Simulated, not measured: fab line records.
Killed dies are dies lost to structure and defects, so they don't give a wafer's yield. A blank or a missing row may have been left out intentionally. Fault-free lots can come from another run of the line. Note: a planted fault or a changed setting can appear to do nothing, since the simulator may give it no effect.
fab line records | flow nand_harc | part 1 of 2: steps 1 to 26 of 38
[record] lots = 5 | wafers = 15 | last_day = 34
route steps=1302 shown P_M0@260 P_M1@285
lots untouched by any fault: they come from a run of this same line in which no faults occurred
start_h: hours from the record's first day to the start of the lot's first wafer shown | wait_h: hours from the lot's prior step to this one | " identical to the entry in the row above | L1.1+2: a single row standing in for several wafers | - no value, or no start was given | * or withheld: withheld | < > ~ a bound
route shown NAME@n: a module of which the file shows steps, and the number in the route of the first | usual: mean and standard deviation over wafers with no fault | same: alike in all rows | chamber/n: place in a boat | sites: each site's reading | _std_site: the values' standard deviation | _edge_site: mean of outer sites minus mean of inner sites | radius_mm: for every site, how far away it sits from the centre of the wafer | mask NAME#n: copy n | behind: tool/chamber where the wafer was last shaped | hold: why the lot went on hold/how many hours it stayed there/how the hold came to an end | device: transistor that didn't switch, given as n, p or np | end of line: at the end of the route, the tests of the same wafers | where a step has no rows: the recipe by itself | killed: dies that structure and defects cost at the first sort, which is not the same as the wafer's yield | map: per-die view of a wafer (x killed, . not killed, _ where there is no die)
set.NAME: setting as actually run; set.NAME@STEP: the setting as run at that earlier step | model.NAME: the simulator's own value behind a step, which no gauge read
lots at selected steps of the route; one table per step, one row per wafer
services: the hour from which a tool's chamber was out of use, counted from the record's first day as start_h (under 0 if before that day), plus the number of hours and why
[[steps]]
[step NHARC_P_M0_EXPOSE_06]
[recipe] na = 1.35 | target_cd_nm = 90 | dose_mj = 81.28 | mask_id = P_M0
lot.wafer  | tool            | chamber | start_h | wait_h | mask
L076.1+2+5 | arfi_scanner-03 | 0       | 141.41  | -      | P_M0#0
L082.2+3+5 | arfi_scanner-03 | 0       | 201.01  | -      | P_M0#0
L084.2+4+6 | arfi_scanner-01 | 0       | 220.14  | -      | P_M0#0
L087.1+3+5 | arfi_scanner-03 | 0       | 252.46  | -      | P_M0#0
L096.1+2+6 | arfi_scanner-02 | 0       | 344.14  | -      | P_M0#0
[step NHARC_P_M0_PEB_07]
[recipe] peb_temp_c = 100 | peb_time_s = 65
[usual] heater_power_total_W = 156.6/0.42
[same] peb_time_s = 65
lot.wafer | tool           | chamber | start_h | wait_h | heater_power_total_W
L076.1    | litho_track-04 | 0       | 141.47  | 0.1    | 156.5
L076.2    | "              | 0       | "       | "      | 157.2
L076.5    | "              | 0       | "       | "      | 156.6
L082.2    | litho_track-06 | 0       | 201.07  | 0.1    | 156.9
L082.3    | "              | 0       | "       | "      | 156.8
L082.5    | "              | 0       | "       | "      | 157.0
L084.2    | litho_track-01 | 0       | 220.19  | 0.1    | 157.1
L084.4    | "              | 0       | "       | "      | 156.0
L084.6    | "              | 0       | "       | "      | 156.6
L087.1    | litho_track-04 | 0       | 252.52  | 0.1    | 155.9
L087.3    | "              | 0       | "       | "      | 156.4
L087.5    | "              | 0       | "       | "      | 157.1
L096.1    | litho_track-04 | 0       | 344.20  | 0.1    | 156.7
L096.2    | "              | 0       | "       | "      | 157.0
L096.6    | "              | 0       | "       | "      | 156.3
[step NHARC_P_M0_DEVELOP_08]
[recipe] develop_time_s = 35 | dev_temp_c = 23
lot.wafer  | tool           | chamber | start_h | wait_h
L076.1+2+5 | litho_track-04 | 0       | -       | -
L082.2+3+5 | litho_track-06 | 0       | -       | -
L084.2+4+6 | litho_track-01 | 0       | -       | -
L087.1+3+5 | litho_track-04 | 0       | -       | -
L096.1+2+6 | litho_track-04 | 0       | -       | -
[step NHARC_P_M0_CD_MEAS_09]
[recipe] target_cd_nm = 90 | landing_energy_ev = 500
[usual] cd_nm = 90.3/0.69
lot.wafer | tool      | chamber | start_h | wait_h | cd_nm
L076.1    | cd_sem-01 | 0       | 141.55  | -      | 90.1
L076.2    | "         | 0       | "       | "      | 90.2
L076.5    | "         | 0       | "       | "      | 90.1
L082.2    | cd_sem-03 | 0       | 201.15  | -      | 90.8
L082.3    | "         | 0       | "       | "      | 91.1
L082.5    | "         | 0       | "       | "      | 90.7
L084.2    | cd_sem-03 | 0       | 220.27  | -      | 90.0
L084.4    | "         | 0       | "       | "      | 90.1
L084.6    | "         | 0       | "       | "      | 90.6
L087.1    | cd_sem-01 | 0       | 252.60  | -      | 90.5
L087.3    | "         | 0       | "       | "      | 89.7
L087.5    | "         | 0       | "       | "      | 90.2
L096.1    | cd_sem-01 | 0       | 344.28  | -      | 89.5
L096.2    | "         | 0       | "       | "      | 90.0
L096.6    | "         | 0       | "       | "      | 89.5
[step NHARC_P_M0_OVL_MEAS_10]
[recipe] pitch_nm = 180
[usual] overlay_x_nm = -0.3/0.86 | overlay_y_nm = -0.2/0.87
lot.wafer | tool       | chamber | start_h | wait_h | overlay_x_nm | overlay_y_nm
L076.1    | overlay-01 | -       | 141.64  | -      | 0.0          | -0.2
L076.2    | "          | -       | "       | "      | -0.5         | 0.0
L076.5    | "          | -       | "       | "      | -0.4         | -0.7
L082.2    | overlay-01 | -       | 201.23  | -      | -1.7         | -0.1
L082.3    | "          | -       | "       | "      | -2.4         | 0.3
L082.5    | "          | -       | "       | "      | -2.0         | 0.5
L084.2    | overlay-02 | -       | 220.36  | -      | -0.4         | -0.9
L084.4    | "          | -       | "       | "      | 0.2          | -0.9
L084.6    | "          | -       | "       | "      | 0.5          | -1.0
L087.1    | overlay-01 | -       | 252.69  | -      | -1.4         | 0.4
L087.3    | "          | -       | "       | "      | -1.2         | 0.0
L087.5    | "          | -       | "       | "      | -0.8         | 0.5
L096.1    | overlay-01 | -       | 344.37  | -      | -1.2         | 0.2
L096.2    | "          | -       | "       | "      | -0.9         | -0.2
L096.6    | "          | -       | "       | "      | -0.5         | 0.0
[step NHARC_P_M0_INSPECT_11]
[usual] raw_defect_count = 4/3.2
lot.wafer | tool              | chamber | start_h | wait_h | raw_defect_count
L076.1    | defect_inspect-01 | -       | 141.68  | 0.0    | 3
L076.2    | "                 | -       | "       | "      | 1
L076.5    | "                 | -       | "       | "      | 3
L082.2    | defect_inspect-02 | -       | 201.27  | 0.0    | 2
L082.3    | "                 | -       | "       | "      | 4
L082.5    | "                 | -       | "       | "      | 1
L084.2    | defect_inspect-02 | -       | 220.40  | 0.0    | 1
L084.4    | "                 | -       | "       | "      | 0
L084.6    | "                 | -       | "       | "      | 6
L087.1    | defect_inspect-01 | -       | 252.73  | 0.0    | 11
L087.3    | "                 | -       | "       | "      | 16
L087.5    | "                 | -       | "       | "      | 13
L096.1    | defect_inspect-01 | -       | 344.41  | 0.0    | 3
L096.2    | "                 | -       | "       | "      | 2
L096.6    | "                 | -       | "       | "      | 6
[step NHARC_P_M0_DESCUM_14]
[recipe] time_s = 3 | o2_flow_sccm = 200 | ar_flow_sccm = 0 | bias_power_w = 0 | chemistry = O2
[usual] drypump_motor_current_A = 5.8/0.36 | oes_product_au = 0.995/0.011 | rf_vpp_V = 57.6/0.88 | showerhead_plenum_p_Torr = 1.88/0.093 | throttle_valve_pct = 11.310/0.009
lot.wafer | tool        | chamber | start_h | wait_h | drypump_motor_current_A | oes_product_au | rf_hours_counter_h | rf_vpp_V | showerhead_plenum_p_Torr | throttle_valve_pct
L076.2    | rie_diel-03 | 0       | 141.74  | 0.1    | 6.0                     | 0.987          | 2                  | 55.6     | 1.79                     | 11.315
L076.1    | "           | 2       | "       | "      | 6.0                     | 0.990          | 3                  | 58.2     | 1.95                     | 11.296
L076.5    | "           | 3       | "       | "      | 5.7                     | 1.004          | -                  | 56.6     | 1.79                     | 11.304
L082.3    | rie_diel-03 | 3       | 201.33  | 0.1    | 5.7                     | 1.009          | 13                 | 56.6     | 1.79                     | 11.321
L082.2    | "           | 1       | "       | "      | 5.8                     | 0.990          | 14                 | 58.5     | 1.96                     | 11.317
L082.5    | "           | 0       | "       | "      | 6.0                     | 1.004          | -                  | 56.6     | 1.78                     | 11.316
L084.2    | rie_diel-09 | 1       | 220.48  | 0.1    | 5.8                     | 1.023          | 24                 | 57.0     | 1.78                     | 11.332
L084.4    | "           | 3       | "       | "      | 6.0                     | 0.999          | -                  | 55.7     | 1.79                     | 11.313
L084.6    | "           | 1       | "       | "      | 5.8                     | 1.018          | -                  | 56.6     | 1.78                     | 11.321
L087.1    | rie_diel-13 | 0       | 252.79  | 0.1    | 5.1                     | 0.994          | 24                 | 58.1     | 2.05                     | 11.328
L087.3    | "           | 2       | "       | "      | 5.1                     | 0.980          | 24                 | 58.6     | 2.00                     | 11.308
L087.5    | "           | 0       | "       | "      | 5.0                     | 0.991          | -                  | 59.6     | 2.05                     | 11.320
L096.2    | rie_diel-03 | 1       | 344.47  | 0.1    | 5.7                     | 0.995          | 9                  | 58.2     | 1.95                     | 11.305
L096.1    | "           | 0       | "       | "      | 6.0                     | 1.000          | 9                  | 57.7     | 1.78                     | 11.304
L096.6    | "           | 2       | "       | "      | 6.0                     | 1.011          | -                  | 58.4     | 1.94                     | 11.305
[step NHARC_P_M0_ETCH_34]
[recipe] target_depth_a = 400 | overetch_a = 120 | time_s = 43.94 | ion_energy_ev = 200 | n2_flow_sccm = 150 | h2_flow_sccm = 150 | ar_flow_sccm = 0 | rf_w = 400 | bias_w = 150 | chemistry = N2/H2
[usual] drypump_motor_current_A = 5.8/0.36 | oes_product_au = 0.996/0.011 | rf_vpp_V = 430/3 | showerhead_plenum_p_Torr = 2.01/0.1 | throttle_valve_pct = 14.171/0.0091
lot.wafer | tool        | chamber | start_h | wait_h | drypump_motor_current_A | oes_product_au | rf_hours_counter_h | rf_vpp_V | showerhead_plenum_p_Torr | throttle_valve_pct
L076.2    | rie_diel-03 | 3       | 141.83  | 0.1    | 5.7                     | 1.007          | 2                  | 427      | 1.90                     | 14.158
L076.1    | "           | 1       | "       | "      | 5.8                     | 0.983          | 3                  | 431      | 2.09                     | 14.183
L076.5    | "           | 2       | "       | "      | 6.0                     | 0.995          | -                  | 433      | 2.08                     | 14.164
L082.2    | rie_diel-03 | 0       | 201.41  | 0.1    | 6.0                     | 0.995          | 14                 | 427      | 1.90                     | 14.170
L082.3    | "           | 1       | "       | "      | 5.8                     | 0.983          | 14                 | 433      | 2.09                     | 14.168
L082.5    | "           | 1       | "       | "      | 5.8                     | 0.980          | -                  | 431      | 2.09                     | 14.196
L084.2    | rie_diel-09 | 3       | 220.56  | 0.1    | 6.0                     | 1.018          | 24                 | 427      | 1.90                     | 14.160
L084.6    | "           | 3       | "       | "      | 6.0                     | 1.016          | -                  | 426      | 1.90                     | 14.164
L084.4    | "           | 1       | "       | "      | 5.8                     | 1.036          | -                  | 428      | 1.90                     | 14.163
L087.1    | rie_diel-13 | 1       | 252.87  | 0.1    | 5.4                     | 0.997          | 22                 | 431      | 2.09                     | 14.170
L087.3    | "           | 2       | "       | "      | 5.1                     | 0.984          | 24                 | 433      | 2.13                     | 14.168
L087.5    | "           | 2       | "       | "      | 5.1                     | 0.989          | -                  | 434      | 2.13                     | 14.166
L096.2    | rie_diel-03 | 0       | 344.56  | 0.1    | 6.0                     | 0.997          | 9                  | 426      | 1.89                     | 14.164
L096.1    | "           | 1       | "       | "      | 5.8                     | 0.988          | 9                  | 432      | 2.08                     | 14.176
L096.6    | "           | 3       | "       | "      | 5.7                     | 0.994          | -                  | 426      | 1.89                     | 14.169
[step NHARC_P_M0_ETCH_15]
[recipe] target_depth_a = 1500 | overetch_a = 150 | time_s = 82.5 | c4f8_flow_sccm = withheld | ar_flow_sccm = 400 | rf_w = 600 | bias_w = 300 | chemistry = C4F8/Ar
[usual] oes_product_au = 0.954/0.022 | rf_vpp_V = 440/3
lot.wafer | tool        | chamber | start_h | wait_h | oes_product_au | rf_hours_counter_h | rf_vpp_V
L076.1    | rie_diel-03 | 0       | -       | -      | 0.953          | 2                  | 435
L076.2    | "           | 1       | "       | "      | 0.941          | 3                  | 442
L076.5    | "           | 2       | "       | "      | 0.946          | -                  | 443
L082.3    | rie_diel-03 | 0       | -       | -      | 0.953          | 15                 | 436
L082.2    | "           | 1       | "       | "      | 0.966          | 14                 | 441
L082.5    | "           | 0       | "       | "      | 0.947          | -                  | 437
L084.2    | rie_diel-09 | 3       | -       | -      | 0.978          | 24                 | 437
L084.6    | "           | 3       | "       | "      | 0.964          | -                  | 436
L084.4    | "           | 0       | "       | "      | 0.954          | -                  | 440
L087.3    | rie_diel-13 | 1       | -       | -      | 0.958          | 22                 | 442
L087.1    | "           | 2       | "       | "      | 0.966          | 24                 | 442
L087.5    | "           | 3       | "       | "      | 0.966          | -                  | 437
L096.1    | rie_diel-03 | 1       | -       | -      | 0.956          | 9                  | 441
L096.2    | "           | 2       | "       | "      | 0.969          | 9                  | 441
L096.6    | "           | 1       | "       | "      | 0.947          | -                  | 443
[step NHARC_P_M0_CD_MEAS_16]
[usual] cd_nm = 90.3/0.86
lot.wafer | tool      | chamber | start_h | wait_h | cd_nm
L076.1    | cd_sem-02 | -       | 142.08  | -      | 90.1
L076.2    | "         | -       | "       | "      | 90.1
L076.5    | "         | -       | "       | "      | 90.5
L082.2    | cd_sem-02 | -       | 201.63  | -      | 90.8
L082.3    | "         | -       | "       | "      | 91.9
L082.5    | "         | -       | "       | "      | 90.4
L084.2    | cd_sem-01 | -       | 220.80  | -      | 90.0
L084.4    | "         | -       | "       | "      | 89.7
L084.6    | "         | -       | "       | "      | 90.8
L087.1    | cd_sem-02 | -       | 253.09  | -      | 90.9
L087.3    | "         | -       | "       | "      | 89.2
L087.5    | "         | -       | "       | "      | 90.8
L096.1    | cd_sem-03 | -       | 344.78  | -      | 89.3
L096.2    | "         | -       | "       | "      | 89.5
L096.6    | "         | -       | "       | "      | 89.8
[step NHARC_P_M0_STRIP_18]
[recipe] power_w = 1000 | n2_flow_sccm = 150 | h2_flow_sccm = 150 | ar_flow_sccm = 0 | bias_w = 0 | chemistry = N2/H2
[usual] drypump_motor_current_A = 5.8/0.37 | oes_product_au = 0.996/0.011 | rf_vpp_V = 90.4/1 | showerhead_plenum_p_Torr = 2.01/0.099 | throttle_valve_pct = 14.173/0.0093
lot.wafer | tool        | chamber | start_h | wait_h | drypump_motor_current_A | oes_product_au | rf_hours_counter_h | rf_vpp_V | showerhead_plenum_p_Torr | throttle_valve_pct
L076.1    | rie_diel-09 | 0       | 142.23  | 0.1    | 4.9                     | 0.986          | 71                 | 90.5     | 2.07                     | 14.176
L076.2    | "           | 2       | "       | "      | 6.2                     | 1.010          | 64                 | 90.2     | 2.04                     | 14.171
L076.5    | "           | 0       | "       | "      | 4.9                     | 0.989          | -                  | 89.7     | 2.07                     | 14.156
L082.2    | rie_diel-03 | 1       | 201.73  | 0.1    | 5.8                     | 0.986          | 14                 | 91.6     | 2.09                     | 14.175
L082.3    | "           | 2       | "       | "      | 6.1                     | 0.995          | 8                  | 90.8     | 2.08                     | 14.159
L082.5    | "           | 1       | "       | "      | 5.8                     | 0.993          | -                  | 90.8     | 2.09                     | 14.177
L084.2    | rie_diel-09 | 1       | 220.91  | 0.1    | 5.8                     | 1.022          | 24                 | 90.3     | 1.90                     | 14.171
L084.6    | "           | 0       | "       | "      | 5.0                     | 0.987          | -                  | 91.7     | 2.06                     | 14.163
L084.4    | "           | 3       | "       | "      | 6.0                     | 1.000          | -                  | 88.7     | 1.90                     | 14.181
L087.3    | rie_diel-03 | 1       | 253.19  | 0.1    | 5.8                     | 0.974          | 23                 | 91.8     | 2.08                     | 14.166
L087.1    | "           | 3       | "       | "      | 5.7                     | 1.008          | 24                 | 90.8     | 1.90                     | 14.161
L087.5    | "           | 0       | "       | "      | 6.0                     | 0.994          | -                  | 90.0     | 1.89                     | 14.173
L096.1    | rie_diel-03 | 2       | 344.85  | 0.1    | 6.0                     | 0.999          | 9                  | 90.4     | 2.07                     | 14.184
L096.2    | "           | 3       | "       | "      | 5.7                     | 0.994          | 10                 | 90.8     | 1.89                     | 14.157
L096.6    | "           | 3       | "       | "      | 5.7                     | 0.995          | -                  | 91.5     | 1.89                     | 14.185
[step NHARC_P_M0_STRIP_19]
[recipe] time_s = 600 | temp_c = 30 | chemistry = post_etch_residue_remover
lot.wafer  | tool         | chamber | start_h | wait_h
L076.5+2+1 | wet_bench-06 | 4,5,7   | 142.51  | -
L082.3+2+5 | wet_bench-03 | 0,2,5   | 201.98  | -
L084.4+6+2 | wet_bench-03 | 7,1,2   | 221.20  | -
L087.1+3+5 | wet_bench-03 | 2,3,5   | 253.43  | -
L096.2+1+6 | wet_bench-03 | 7,1,2   | 345.19  | -
[step NHARC_P_M0_DEGAS_28]
[recipe] temp_c = 250 | time_s = 60
[usual] heater_power_w = 342/42
lot.wafer | tool           | chamber | start_h | wait_h | heater_power_w
L076.1    | pvd_sputter-03 | -       | 142.77  | -      | 371
L076.2    | "              | -       | "       | "      | 349
L076.5    | "              | -       | "       | "      | 327
L082.3    | pvd_sputter-02 | -       | 202.26  | -      | 383
L082.2    | "              | -       | "       | "      | 275
L082.5    | "              | -       | "       | "      | 384
L084.4    | pvd_sputter-01 | -       | 221.47  | -      | 278
L084.2    | "              | -       | "       | "      | 308
L084.6    | "              | -       | "       | "      | 283
L087.3    | pvd_sputter-02 | -       | 253.71  | -      | 317
L087.1    | "              | -       | "       | "      | 373
L087.5    | "              | -       | "       | "      | 322
L096.2    | pvd_sputter-02 | -       | 345.48  | -      | 394
L096.1    | "              | -       | "       | "      | 253
L096.6    | "              | -       | "       | "      | 397
[step NHARC_P_M0_PRE_CLEAN_29]
[recipe] time_s = 30 | temp_c = 280 | gas = H2/He
[usual] heater_power_w = 416/51
lot.wafer | tool           | chamber | start_h | wait_h | heater_power_w
L076.2    | pvd_sputter-03 | -       | -       | -      | 460
L076.1    | "              | -       | "       | "      | 423
L076.5    | "              | -       | "       | "      | 417
L082.3    | pvd_sputter-02 | -       | -       | -      | 458
L082.2    | "              | -       | "       | "      | 475
L082.5    | "              | -       | "       | "      | 454
L084.2    | pvd_sputter-01 | -       | -       | -      | 483
L084.4    | "              | -       | "       | "      | 346
L084.6    | "              | -       | "       | "      | 463
L087.3    | pvd_sputter-02 | -       | -       | -      | 469
L087.1    | "              | -       | "       | "      | 386
L087.5    | "              | -       | "       | "      | 473
L096.2    | pvd_sputter-02 | -       | -       | -      | 322
L096.1    | "              | -       | "       | "      | 476
L096.6    | "              | -       | "       | "      | 314
[step NHARC_P_M0_PVD_20]
[recipe] target_thk_a = 50 | bias_v = 168.6 | power_w = 15000 | chamber_pressure_pa = 0.12 | time_s = 8.06 | substrate_temp_c = 50 | material = TaN
[usual] chamber_pressure_pa = 0.11999/0.00027 | throttle_valve_pct = 30.2/0.89
lot.wafer | tool           | chamber | start_h | wait_h | chamber_pressure_pa | throttle_valve_pct
L076.1    | pvd_sputter-03 | -       | -       | -      | 0.11955             | 28.8
L076.2    | "              | -       | "       | "      | 0.11995             | 30.2
L076.5    | "              | -       | "       | "      | 0.11986             | 28.7
L082.3    | pvd_sputter-02 | -       | -       | -      | 0.11973             | 30.8
L082.2    | "              | -       | "       | "      | 0.11996             | 31.7
L082.5    | "              | -       | "       | "      | 0.11952             | 31.1
L084.4    | pvd_sputter-01 | -       | -       | -      | 0.11997             | 29.0
L084.2    | "              | -       | "       | "      | 0.11992             | 28.9
L084.6    | "              | -       | "       | "      | 0.12022             | 28.9
L087.3    | pvd_sputter-02 | -       | -       | -      | 0.12015             | 31.4
L087.1    | "              | -       | "       | "      | 0.1197              | 30.7
L087.5    | "              | -       | "       | "      | 0.12048             | 31.1
L096.1    | pvd_sputter-02 | -       | -       | -      | 0.12017             | 29.0
L096.2    | "              | -       | "       | "      | 0.11999             | 31.2
L096.6    | "              | -       | "       | "      | 0.1202              | 28.8
[step NHARC_P_M0_PVD_21]
[recipe] target_thk_a = 300 | chamber_pressure_pa = 5 | power_w = 5000 | substrate_temp_c = 30 | time_s = 20.49 | material = Cu
[usual] chamber_pressure_pa = 5.002/0.0098 | throttle_valve_pct = 30.2/0.9
lot.wafer | tool           | chamber | start_h | wait_h | chamber_pressure_pa | throttle_valve_pct
L076.1    | pvd_sputter-03 | -       | -       | -      | 4.986               | 30.7
L076.2    | "              | -       | "       | "      | 4.989               | 30.3
L076.5    | "              | -       | "       | "      | 5.021               | 30.2
L082.2    | pvd_sputter-02 | -       | -       | -      | 5.005               | 31.6
L082.3    | "              | -       | "       | "      | 5.008               | 30.7
L082.5    | "              | -       | "       | "      | 5.006               | 31.7
L084.4    | pvd_sputter-01 | -       | -       | -      | 4.996               | 29.3
L084.2    | "              | -       | "       | "      | 5.005               | 29.0
L084.6    | "              | -       | "       | "      | 5.003               | 29.1
L087.1    | pvd_sputter-02 | -       | -       | -      | 5.009               | 31.3
L087.3    | "              | -       | "       | "      | 5.009               | 29.4
L087.5    | "              | -       | "       | "      | 5.000               | 31.6
L096.1    | pvd_sputter-02 | -       | -       | -      | 5.002               | 31.4
L096.2    | "              | -       | "       | "      | 4.994               | 31.0
L096.6    | "              | -       | "       | "      | 4.999               | 31.1
[step NHARC_P_M0_ECD_22]
[recipe] target_thk_a = 4000 | bath_temp_c = 25 | material = Cu
lot.wafer  | tool      | chamber | start_h | wait_h
L076.2+1+5 | ecd_cu-01 | 0,1,1   | 143.14  | -
L082.2+3+5 | ecd_cu-01 | 1,0,0   | 202.62  | -
L084.2+4+6 | ecd_cu-02 | 1,0,1   | 221.83  | -
L087.1+3+5 | ecd_cu-02 | 1,0,1   | 254.06  | -
L096.1+2+6 | ecd_cu-02 | 1,0,1   | 345.87  | -
[step NHARC_P_M0_ANNEAL_30]
[recipe] temp_c = 225 | time_s = 90
[usual] wafer_temp_C_max = 225.9/0.44
lot.wafer | tool          | chamber | start_h | wait_h | wafer_temp_C_max
L076.1    | rtp_anneal-02 | 0       | 143.52  | 0.3    | 225.5
L076.2    | "             | 0       | "       | "      | 225.6
L076.5    | "             | 0       | "       | "      | 225.4
L082.2    | rtp_anneal-01 | 0       | 203.05  | 0.4    | 226.2
L082.3    | "             | 0       | "       | "      | 225.7
L082.5    | "             | 0       | "       | "      | 226.2
L084.2    | rtp_anneal-01 | 0       | 222.26  | 0.4    | 225.7
L084.4    | "             | 0       | "       | "      | 226.5
L084.6    | "             | 0       | "       | "      | 226.5
L087.1    | rtp_anneal-02 | 0       | 254.44  | 0.3    | 225.4
L087.3    | "             | 0       | "       | "      | 225.5
L087.5    | "             | 0       | "       | "      | 225.4
L096.1    | rtp_anneal-02 | 0       | 346.24  | -      | 225.6
L096.2    | "             | 0       | "       | "      | 225.7
L096.6    | "             | 0       | "       | "      | 225.8
[step NHARC_P_M0_CMP_23]
[recipe] t_overpolish_s = 20 | target_thk_nm = 117.54
[usual] motor_current_A = 11.2/0.9 | time_to_endpoint_s = 27.8/2.7
lot.wafer | tool   | chamber | start_h | wait_h | motor_current_A | time_to_endpoint_s
L076.1    | cmp-02 | 1       | 143.90  | -      | 12.7            | 30.1
L076.2    | "      | 3       | "       | "      | 11.1            | 28.9
L076.5    | "      | 1       | "       | "      | 12.2            | 28.2
L082.3    | cmp-03 | 2       | 203.35  | -      | 11.4            | 27.3
L082.2    | "      | 0       | "       | "      | 9.9             | 28.6
L082.5    | "      | 3       | "       | "      | 9.8             | 29.4
L084.2    | cmp-02 | 2       | 222.58  | -      | 11.3            | 32.2
L084.4    | "      | 3       | "       | "      | 11.4            | 30.1
L084.6    | "      | 1       | "       | "      | 12.3            | 30.4
L087.1    | cmp-03 | 1       | 254.78  | -      | 12.4            | 27.2
L087.3    | "      | 3       | "       | "      | 9.7             | 24.9
L087.5    | "      | 1       | "       | "      | 12.6            | 25.5
L096.1    | cmp-01 | 0       | 346.58  | -      | 10.2            | 25.2
L096.2    | "      | 2       | "       | "      | 10.8            | 28.6
L096.6    | "      | 0       | "       | "      | 10.6            | 26.2
[step NHARC_P_M0_THK_MEAS_24]
[recipe] thk_meas_gauge = xrf
[usual] thk_nm = 117.0/1.5
lot.wafer | tool          | chamber | start_h | wait_h | thk_nm
L076.1    | film_metro-01 | -       | 144.18  | -      | 116.5
L076.2    | "             | -       | "       | "      | 118.0
L076.5    | "             | -       | "       | "      | 117.5
L082.2    | film_metro-01 | -       | 203.66  | -      | 116.6
L082.3    | "             | -       | "       | "      | 116.4
L082.5    | "             | -       | "       | "      | 115.6
L084.2    | film_metro-01 | -       | 222.86  | -      | 115.6
L084.4    | "             | -       | "       | "      | 115.1
L084.6    | "             | -       | "       | "      | 115.8
L087.1    | film_metro-01 | -       | 255.09  | -      | 114.8
L087.3    | "             | -       | "       | "      | 116.3
L087.5    | "             | -       | "       | "      | 116.9
L096.1    | film_metro-01 | -       | 346.90  | -      | 117.3
L096.2    | "             | -       | "       | "      | 118.1
L096.6    | "             | -       | "       | "      | 117.1
[step NHARC_P_M0_SRD_25]
lot.wafer  | tool         | chamber | start_h | wait_h
L076.1+5+2 | wet_bench-10 | 3,4,5   | 144.23  | 0.0
L082.3+2+5 | wet_bench-10 | 2,3,4   | 203.71  | 0.0
L084.4+6+2 | wet_bench-10 | 2,3,6   | 222.91  | 0.0
L087.5+3+1 | wet_bench-10 | 1,3,4   | 255.14  | 0.0
L096.2+6+1 | wet_bench-08 | 4,6,0   | 346.94  | 0.0
[step NHARC_P_M0_INSPECT_27]
[usual] raw_defect_count = 340/160
lot.wafer | tool              | chamber | start_h | wait_h | raw_defect_count
L076.1    | defect_inspect-01 | -       | 144.34  | 0.0    | 182
L076.2    | "                 | -       | "       | "      | 252
L076.5    | "                 | -       | "       | "      | 217
L082.2    | defect_inspect-01 | -       | 203.82  | 0.0    | 172
L082.3    | "                 | -       | "       | "      | 141
L082.5    | "                 | -       | "       | "      | 186
L084.2    | defect_inspect-02 | -       | 223.02  | 0.0    | 512
L084.4    | "                 | -       | "       | "      | 306
L084.6    | "                 | -       | "       | "      | 388
L087.1    | defect_inspect-01 | -       | 255.25  | 0.0    | 145
L087.3    | "                 | -       | "       | "      | 145
L087.5    | "                 | -       | "       | "      | 269
L096.1    | defect_inspect-01 | -       | 347.06  | 0.0    | 651
L096.2    | "                 | -       | "       | "      | 725
L096.6    | "                 | -       | "       | "      | 586
[step NHARC_P_M0_PRE_CLEAN_31]
[recipe] time_s = 12 | temp_c = 370 | rf_power_w = 300 | gas = NH3
[usual] heater_power_w = 588/72
lot.wafer | tool     | chamber | start_h | wait_h | heater_power_w
L076.2    | pecvd-01 | 1       | 144.41  | 0.1    | 485
L076.1    | "        | 0       | "       | "      | 619
L076.5    | "        | 0       | "       | "      | 624
L082.2    | pecvd-04 | 0       | 203.88  | 0.1    | 497
L082.3    | "        | 1       | "       | "      | 725
L082.5    | "        | 2       | "       | "      | 521
L084.2    | pecvd-03 | 2       | 223.10  | 0.1    | 533
L084.4    | "        | 2       | "       | "      | 528
L084.6    | "        | 0       | "       | "      | 702
L087.1    | pecvd-01 | 0       | 255.32  | 0.1    | 600
L087.3    | "        | 2       | "       | "      | 591
L087.5    | "        | 1       | "       | "      | 549
L096.2    | pecvd-04 | 0       | 347.14  | 0.1    | 459
L096.1    | "        | 1       | "       | "      | 599
L096.6    | "        | 2       | "       | "      | 500
[step NHARC_P_M0_DEP_32]
[recipe] target_thk_a = 300 | temp_c = 370 | target_thk_nm = 30 | pressure_torr = 3 | flow_sccm = 200 | rf_w = 450 | material = SiCN
[usual] heater_power_w = 538/72
lot.wafer | tool     | chamber | start_h | wait_h | heater_power_w
L076.2    | pecvd-01 | 1       | 144.49  | 0.1    | 436
L076.1    | "        | 0       | "       | "      | 561
L076.5    | "        | 0       | "       | "      | 543
L082.2    | pecvd-04 | 0       | 203.96  | 0.1    | 458
L082.3    | "        | 1       | "       | "      | 580
L082.5    | "        | 2       | "       | "      | 547
L084.2    | pecvd-03 | 2       | 223.21  | 0.1    | 434
L084.4    | "        | 2       | "       | "      | 441
L084.6    | "        | 0       | "       | "      | 635
L087.1    | pecvd-01 | 0       | 255.40  | 0.1    | 508
L087.3    | "        | 2       | "       | "      | 544
L087.5    | "        | 1       | "       | "      | 496
L096.2    | pecvd-04 | 0       | 347.25  | 0.1    | 477
L096.1    | "        | 1       | "       | "      | 544
L096.6    | "        | 2       | "       | "      | 464
[step NHARC_P_M1_DEP_00]
[recipe] target_thk_a = 1825 | target_thk_nm = 182.5 | temp_c = withheld | pressure_torr = 5 | flow_sccm = 200 | rf_w = 600 | material = SiOC
lot.wafer  | tool     | chamber | start_h | wait_h
L076.1+2+5 | pecvd-03 | 1,0,0   | 144.90  | -
L082.3+2+5 | pecvd-03 | 1,2,1   | 204.42  | -
L084.2+4+6 | pecvd-04 | 0,2,1   | 223.63  | -
L087.3+1+5 | pecvd-04 | 1,0,1   | 255.81  | -
L096.2+1+6 | pecvd-03 | 2,0,1   | 347.62  | -
[step NHARC_P_M1_DEHYDRATE_01]
[recipe] temp_c = 150 | time_s = 120
[usual] heater_power_total_W = 182.4/1.2
lot.wafer | tool           | chamber | start_h | wait_h | heater_power_total_W
L076.1    | litho_track-06 | 0       | 145.30  | -      | 182.2
L076.2    | "              | 0       | "       | "      | 184.5
L076.5    | "              | 0       | "       | "      | 181.5
L082.2    | litho_track-06 | 0       | 204.78  | -      | 180.9
L082.3    | "              | 0       | "       | "      | 181.4
L082.5    | "              | 0       | "       | "      | 183.8
L084.2    | litho_track-01 | 0       | 223.99  | -      | 183.0
L084.4    | "              | 0       | "       | "      | 184.0
L084.6    | "              | 0       | "       | "      | 184.5
L087.1    | litho_track-04 | 0       | 256.22  | -      | 182.9
L087.3    | "              | 0       | "       | "      | 182.2
L087.5    | "              | 0       | "       | "      | 181.2
L096.1    | litho_track-06 | 0       | 348.02  | -      | 181.8
L096.2    | "              | 0       | "       | "      | 183.5
L096.6    | "              | 0       | "       | "      | 182.7
